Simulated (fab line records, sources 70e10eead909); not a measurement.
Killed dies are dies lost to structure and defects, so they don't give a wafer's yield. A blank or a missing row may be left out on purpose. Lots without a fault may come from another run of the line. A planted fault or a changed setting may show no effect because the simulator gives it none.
Chamber matching | flow nand_harc | NHARC_THIN_TSV_DEP_43 on pecvd-03: 3 sister chambers
The step deposits SiO2, target thk 1328.5 nm. 6 wafers are shown with their chamber, then 7 later ones without.

WAFERS WITH THEIR CHAMBER
wafer  | chamber | throttle_valve_pct (%)
L369.4 | 1       | 15.2
L371.6 | 1       | 15.6
L370.2 | 2       | 15.1
L370.5 | 0       | 16.1
L379.3 | 0       | 16.1
L379.5 | 2       | 14.7

WAFERS WITHOUT THEIR CHAMBER
wafer  | throttle_valve_pct (%)
L379.6 | 15.4
L382.4 | 15.9
L382.5 | 16.4
L382.6 | 15.2
L391.2 | 14.5
L391.4 | 15.1
L391.5 | 16.4

WHICH CHAMBER EACH WENT THROUGH
wafer  | from the rows above     | in truth
L379.6 | 1                       | 1
L382.4 | can't be placed: 0 or 1 | 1
L382.5 | 0                       | 0
L382.6 | can't be placed: 1 or 2 | 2
L391.2 | 2                       | 2
L391.4 | can't be placed: 2 or 1 | 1
L391.5 | 0                       | 0
Placed correctly: 4 of 7. Can't be placed from these rows: 3 (the true chamber is among the candidates in 3). Placed wrongly: 0.
How it was worked out, from the rows above alone: a wafer's distance from a chamber is the root of the sum, over the readings, of the square of ((its reading less the chamber's mean) divided by the reading's scatter). The wafer belongs to the nearest chamber; if the next one is less than 2 further off, it can't be placed. A chamber's mean is the mean of its shown wafers. The scatter: the root of (the sum of the squares of (reading less its chamber's mean) over the shown wafers, divided by (wafers less chambers)).
